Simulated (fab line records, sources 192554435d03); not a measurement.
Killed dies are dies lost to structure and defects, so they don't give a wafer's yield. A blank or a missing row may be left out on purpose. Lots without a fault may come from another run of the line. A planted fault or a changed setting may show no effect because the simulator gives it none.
One fault seen from 2 desks | flow n5_finfet | each desk has only its own numbers; what lay behind them comes last

THE METROLOGY DESK
What the gauges read, lot by lot, whatever tool the lot ran on: means of the sampled wafers that have a number. A lot is out of limits, marked OUT, if its mean lies more than 4 standard deviations from the usual mean; the brackets give that distance.
Columns: A = cd_nm at N5_BEOL_M8_CD_MEAS_35, usual 40.0 nm
lot  | first seen here | A
L824 | day 10 22:15    | 39.8
L826 | day 11 08:25    | 38.8
L828 | day 11 20:16    | 40.7
L829 | day 11 20:19    | 39.1
L835 | day 13 07:50    | 40.0
L837 | day 14 10:46    | 40.1
L838 | day 14 18:39    | 40.1
L840 | day 15 02:16    | 39.4
L841 | day 15 16:59    | 40.1
L843 | day 16 06:33    | 40.0
L844 | day 16 09:20    | 39.8
L846 | day 16 13:27    | 40.2
This desk's finding: nothing out of limits on any of the 12 lots.

THE TOOL OWNER'S DESK: pecvd-02
The tool's own readings at N5_BEOL_M8_PRE_CLEAN_55 (time 15 s): means of the sampled wafers that have a number, for each lot that ran on this tool. A lot is out of limits, marked OUT, if its mean lies more than 4 standard deviations from the usual mean; the brackets give that distance.
Columns: A = rf_fwd_power_W at N5_BEOL_M8_PRE_CLEAN_55, usual 294.6 W
lot  | first seen here | A
L828 | day 11 22:28    | 293.5
L835 | day 13 12:20    | 296.3
L837 | day 14 12:58    | 296.9
L838 | day 14 22:25    | 274.8 (-12) OUT
L840 | day 15 05:25    | 276.6 (-11) OUT
This desk's finding: out of limits on L838, L840; first on L838, day 14 22:25 (rf_fwd_power_W at N5_BEOL_M8_PRE_CLEAN_55). In limits: L828, L835, L837.

PUT TOGETHER
The tool owner's desk could have raised an alarm at day 14 22:25, on L838, L840.
The metrology desk saw nothing out of limits.
The metrology desk has L838, L840 on record, within its limits.
Of the lots named, all ran N5_BEOL_M8_PRE_CLEAN_55 on pecvd-02.

WHAT THE SIMULATOR HAD PUT IN
Process parameter drift: pecvd-02, from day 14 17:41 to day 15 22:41, at N5_BEOL_M8_PRE_CLEAN_55. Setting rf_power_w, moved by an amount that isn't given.
Lots struck among those shown: L838, L840.
Hours from the fault's start to each desk's first reading out of limits: the tool owner's desk, 5.
